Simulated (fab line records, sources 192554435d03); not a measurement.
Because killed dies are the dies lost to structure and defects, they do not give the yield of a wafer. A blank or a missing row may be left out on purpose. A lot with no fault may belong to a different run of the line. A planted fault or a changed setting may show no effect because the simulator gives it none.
fab line records    flow n5Finfet    part 2 of 2: steps 22 to 31 of 31
record: lots: 5  wafers: 15  lastDay: 20
route steps=1938 shown BEOL_M13@1688 BEOL_M14@1716
lots that met no fault: from a run of the same line without faults
startH: hours from the record's first day to the start of the lot's first wafer shown    waitH: time in hours since the lot's previous step    " identical to the entry in the row above    L1.1+2: a row that stands for several wafers    - no value, or no start given    * or withheld: withheld    < > ~ a bound
route shown NAME@n: names a module that has steps shown in the file, with the first one's number in the route    usual: the fault-free wafers' mean and standard deviation    same: alike in all rows    chamber/n: place in a boat    sites: readings site by site    _std_site: their standard deviation    _edge_site: the outer-site mean with the inner-site mean subtracted    radiusMm: how far each site lies from the wafer's centre    mask NAME#n: copy n    behind: the tool/chamber that last shaped the wafer    hold: the reason the lot was held/the length of the hold in hours/how it ended    device: the n, p or np transistor that did not switch    end of line: the route-end tests of the same wafers    for a step that has no rows: nothing shown but its recipe    killed: dies that structure and defects cost at the first sort, which is not the same as the wafer's yield    map: the dies of a wafer, with x for killed, . for not killed, _ for no die there
set.NAME: the setting as run; set.NAME@STEP: as run at that earlier step    model.NAME: the simulator's own value behind a step, which no gauge read
a table for each step, a row for each wafer; lots at some steps of the route
services: from which hour (startH, from the record's first day; less than 0 if before it) a tool's chamber was out of use, for how many hours, and why
== steps ==
step: N5_BEOL_M13_ANNEAL_48
recipe: tempC: 225  timeS: 90  ambient: N2
usual: wafer_temp_C_max: 226.09/0.29
lot.wafer  tool          chamber  startH  waitH  wafer_temp_C_max
L082.1     rtpAnneal-01  0        374.99  0.2    226.34
L082.2     "             0        "       "      226.46
L082.5     "             0        "       "      225.96
L079.1     rtpAnneal-01  0        381.39  0.1    226.39
L079.2     "             0        "       "      226.10
L079.3     "             0        "       "      226.20
L090.1     rtpAnneal-01  0        419.19  0.2    226.06
L090.2     "             0        "       "      226.31
L090.5     "             0        "       "      226.58
L096.3     rtpAnneal-01  0        451.90  0.2    226.19
L096.4     "             0        "       "      226.20
L096.6     "             0        "       "      226.32
L092.1     rtpAnneal-01  0        456.27  0.6    226.02
L092.4     "             0        "       "      226.33
L092.6     "             0        "       "      226.07
step: N5_BEOL_M13_CMP_49
recipe: stopOn: SiOC  tOverpolishS: 17.1  downForcePsi: 1  platenRpm: 50  clearingPlatenDownForcePsi: 1.5  clearingPlatenRpm: 50  postCmpClean: cuAlkaline  targetThkNm: 420  clearingPlatenPadVelocityMS: 0.99484  padVelocityMS: 0.99484
usual: barrierFieldEndpointS: 30.1/0.79  motorCurrentA: 6.2/0.53  overpolishRunS: 17.100/0.0095
lot.wafer  tool    chamber  startH  waitH  barrierFieldEndpointS  motorCurrentA  overpolishRunS
L082.2     cmp-03  2        375.32  0.2    30.6                   7.1            17.097
L082.1     "       3        "       "      29.7                   5.7            17.119
L082.5     "       1        "       "      30.8                   6.3            17.105
L079.1     cmp-04  0        381.69  0.3    30.2                   5.6            17.114
L079.2     "       2        "       "      31.0                   6.1            17.107
L079.3     "       3        "       "      29.5                   6.5            17.090
L090.1     cmp-01  3        419.54  0.3    30.3                   5.6            17.110
L090.2     "       0        "       "      30.8                   6.4            17.110
L090.5     "       2        "       "      29.1                   5.8            17.089
L096.3     cmp-03  1        452.33  0.3    31.3                   6.7            17.117
L096.4     "       2        "       "      30.7                   6.9            17.110
L096.6     "       1        "       "      31.0                   6.8            17.115
L092.1     cmp-01  3        456.61  0.3    30.2                   5.5            17.089
L092.4     "       0        "       "      30.4                   6.8            17.097
L092.6     "       3        "       "      30.5                   5.8            17.088
step: N5_BEOL_M13_THK_MEAS_50
recipe: thkMeasGauge: xrf  reads: Cu_of_BEOL_M13_ECD_47
usual: M13_THK: 420/10
lot.wafer  tool          chamber  startH  waitH  M13_THK[nm]
L082.1     filmMetro-02  -        375.58  -      436
L082.2     "             -        "       "      418
L082.5     "             -        "       "      419
L079.1     filmMetro-02  -        381.98  -      416
L079.2     "             -        "       "      434
L079.3     "             -        "       "      428
L090.1     filmMetro-01  -        419.79  -      416
L090.2     "             -        "       "      423
L090.5     "             -        "       "      416
L096.3     filmMetro-02  -        452.58  -      429
L096.4     "             -        "       "      435
L096.6     "             -        "       "      419
L092.1     filmMetro-01  -        456.87  -      423
L092.4     "             -        "       "      424
L092.6     "             -        "       "      421
step: N5_BEOL_M13_PRE_CLEAN_52
recipe: gas: NH3  timeS: 15  tempC: withheld  rfPowerW: 300
lot.wafer   tool      chamber  startH  waitH
L082.1+2+5  pecvd-01  0,2,0    375.61  0.0
L079.1+2+3  pecvd-01  0,1,2    382.02  0.0
L090.1+2+5  pecvd-01  0,1,2    419.83  0.0
L096.3+4+6  pecvd-03  2,1,2    452.62  0.0
L092.1+4+6  pecvd-03  0,0,2    456.91  0.0
step: N5_BEOL_M13_DEP_53
recipe: material: SiCN  targetThkA: 500  tempC: withheld  precursor: 3MS/NH3  pressureTorr: 3  rfW: 675  timeS: 17.8
usual: showerheadPlenumPTorr: 4.158/0.021  throttleValvePct: 18.3/1.2
lot.wafer  tool      chamber  startH  waitH  showerheadPlenumPTorr  throttleValvePct
L082.1     pecvd-01  0        375.64  0.0    4.144                  19.1
L082.2     "         2        "       "      4.173                  17.6
L082.5     "         0        "       "      4.137                  19.1
L079.1     pecvd-01  0        382.04  0.0    4.142                  19.3
L079.2     "         1        "       "      4.176                  16.8
L079.3     "         2        "       "      4.170                  17.5
L090.1     pecvd-01  0        419.86  0.0    4.154                  19.1
L090.2     "         1        "       "      4.173                  16.7
L090.5     "         2        "       "      4.165                  17.4
L096.3     pecvd-03  2        452.64  0.0    4.137                  17.7
L096.4     "         1        "       "      4.144                  18.6
L096.6     "         2        "       "      4.133                  17.7
L092.1     pecvd-03  0        456.93  0.0    4.195                  19.6
L092.4     "         0        "       "      4.188                  19.6
L092.6     "         2        "       "      4.129                  17.3
step: N5_BEOL_M13_RS_MEAS_54
recipe: thkMeasGauge: four-point-probe  reads: Cu_of_BEOL_M13_ECD_47+Ta_of_BEOL_M13_SPUTTER_44+TaN_of_BEOL_M13_SPUTTER_43
usual: M13_RS: 0.0453/0.0011
lot.wafer  tool          chamber  startH  waitH  M13_RS[ohm/sq]
L082.1     filmMetro-02  -        375.71  0.0    0.0442
L082.2     "             -        "       "      0.0458
L082.5     "             -        "       "      0.0459
L079.1     filmMetro-02  -        382.11  0.0    0.0458
L079.2     "             -        "       "      0.0438
L079.3     "             -        "       "      0.0444
L090.1     filmMetro-01  -        419.92  0.0    0.0454
L090.2     "             -        "       "      0.0446
L090.5     "             -        "       "      0.0455
L096.3     filmMetro-01  -        452.71  0.1    0.0447
L096.4     "             -        "       "      0.0437
L096.6     "             -        "       "      0.0455
L092.1     filmMetro-01  -        457.00  0.0    0.0449
L092.4     "             -        "       "      0.0448
L092.6     "             -        "       "      0.0450
step: N5_BEOL_M13_INSPECT_55
recipe: inspectInstrument: darkfield  mode: postDep
usual: rawDefectCount: 74/24
lot.wafer  tool              chamber  startH  waitH  rawDefectCount
L082.1     defectInspect-01  -        375.73  0.0    62
L082.2     "                 -        "       "      56
L082.5     "                 -        "       "      70
L079.1     defectInspect-02  -        382.14  0.0    73
L079.2     "                 -        "       "      67
L079.3     "                 -        "       "      80
L090.1     defectInspect-01  -        419.95  0.0    56
L090.2     "                 -        "       "      53
L090.5     "                 -        "       "      59
L096.3     defectInspect-01  -        452.74  0.0    54
L096.4     "                 -        "       "      71
L096.6     "                 -        "       "      80
L092.1     defectInspect-02  -        457.02  0.0    90
L092.4     "                 -        "       "      82
L092.6     "                 -        "       "      53
step: N5_BEOL_M14_ILD_DEP_00
recipe: material: SiO2  targetThkA: 11193  tempC: 400  precursor: TEOS/O2  pressureTorr: 6.5  rfW: 900  teosFlowSccm: 161.4  gas: O2  flowSccm: 2650  timeS: 237.4
usual: heaterPowerW: 569/82  showerheadPlenumPTorr: 8.341/0.03  susceptorTempC: 400.02/0.22  throttleValvePct: 19.0/1.5
lot.wafer  tool      chamber  startH  waitH  heaterPowerW  showerheadPlenumPTorr  susceptorTempC  throttleValvePct
L082.1     pecvd-02  0        375.77  0.0    465           8.343                  400.00          17.9
L082.2     "         2        "       "      553           8.309                  399.97          17.6
L082.5     "         0        "       "      508           8.346                  400.21          17.8
L079.1     pecvd-04  0        382.18  0.0    652           8.352                  400.06          20.7
L079.2     "         1        "       "      575           8.392                  400.06          21.3
L079.3     "         2        "       "      723           8.298                  399.98          17.2
L090.1     pecvd-04  0        419.99  0.0    539           8.365                  399.64          20.9
L090.2     "         1        "       "      556           8.368                  400.11          21.3
L090.5     "         2        "       "      641           8.313                  400.11          17.5
L096.3     pecvd-04  1        452.85  0.1    603           8.364                  400.35          21.5
L096.4     "         0        "       "      650           8.355                  400.09          21.0
L096.6     "         1        "       "      486           8.347                  400.21          21.4
L092.1     pecvd-02  2        457.06  0.0    642           8.298                  400.27          17.9
L092.4     "         0        "       "      514           8.340                  400.28          17.8
L092.6     "         2        "       "      700           8.329                  400.19          17.9
step: N5_BEOL_M14_THK_MEAS_01
recipe: reads: SiO2_of_BEOL_M14_ILD_DEP_00
usual: M14_ILD_THK: 1120/16
lot.wafer  tool          chamber  startH  waitH  M14_ILD_THK[nm]
L082.1     filmMetro-01  -        375.96  0.1    1118
L082.2     "             -        "       "      1107
L082.5     "             -        "       "      1129
L079.1     filmMetro-01  -        382.37  0.1    1112
L079.2     "             -        "       "      1101
L079.3     "             -        "       "      1106
L090.1     filmMetro-01  -        420.18  0.1    1117
L090.2     "             -        "       "      1105
L090.5     "             -        "       "      1135
L096.3     filmMetro-01  -        453.04  0.1    1131
L096.4     "             -        "       "      1142
L096.6     "             -        "       "      1119
L092.1     filmMetro-02  -        457.25  0.1    1109
L092.4     "             -        "       "      1138
L092.6     "             -        "       "      1139
step: N5_BEOL_M14_COAT_58
recipe: resist: BARC  tempC: 205  timeS: 60  spinRpm: 1500  resistThkNm: 89
lot.wafer   tool           chamber  startH  waitH
L082.1+2+5  lithoTrack-05  0        375.99  0.0
L079.1+2+3  lithoTrack-01  0        382.40  0.0
L090.1+2+5  lithoTrack-05  0        420.21  0.0
L096.3+4+6  lithoTrack-05  0        453.08  0.0
L092.1+4+6  lithoTrack-02  0        457.28  0.0
== services ==
tool         chamber  startH  hours  kind
rieDiel-05   0        344.40  2.8    repair
cmp-03       -        345.46  2.0    repair
rieDiel-05   1        347.18  -      clean
rieDiel-05   1        347.18  -      consumableReplace:esc
rieDiel-05   1        347.18  -      consumableReplace:focusRing
rieDiel-05   1        347.18  37.7   scheduledDown
rieDiel-05   1        347.18  37.7   ventCycle
cmp-03       -        351.98  2.6    repair
pecvd-03     1        352.44  2.7    repair
rieDiel-02   1        367.74  5.0    repair
wetBench-04  -        379.98  2.6    repair
cmp-04       -        381.92  4.0    pm
pecvd-02     2        391.50  18.6   repair
cmp-04       -        396.87  3.4    repair
rieDiel-06   0        401.30  8.8    repair
rieDiel-06   0        411.47  6.5    repair
rieDiel-02   2        417.51  2.8    repair
rieDiel-06   2        431.53  15.6   repair
pecvd-03     -        434.29  2.4    repair
cmp-01       -        436.24  3.6    repair
wetBench-06  -        439.57  2.2    repair
rieDiel-05   0        444.10  -      clean
pecvd-01     -        447.47  14.6   pm
cmp-04       -        453.74  1.4    repair
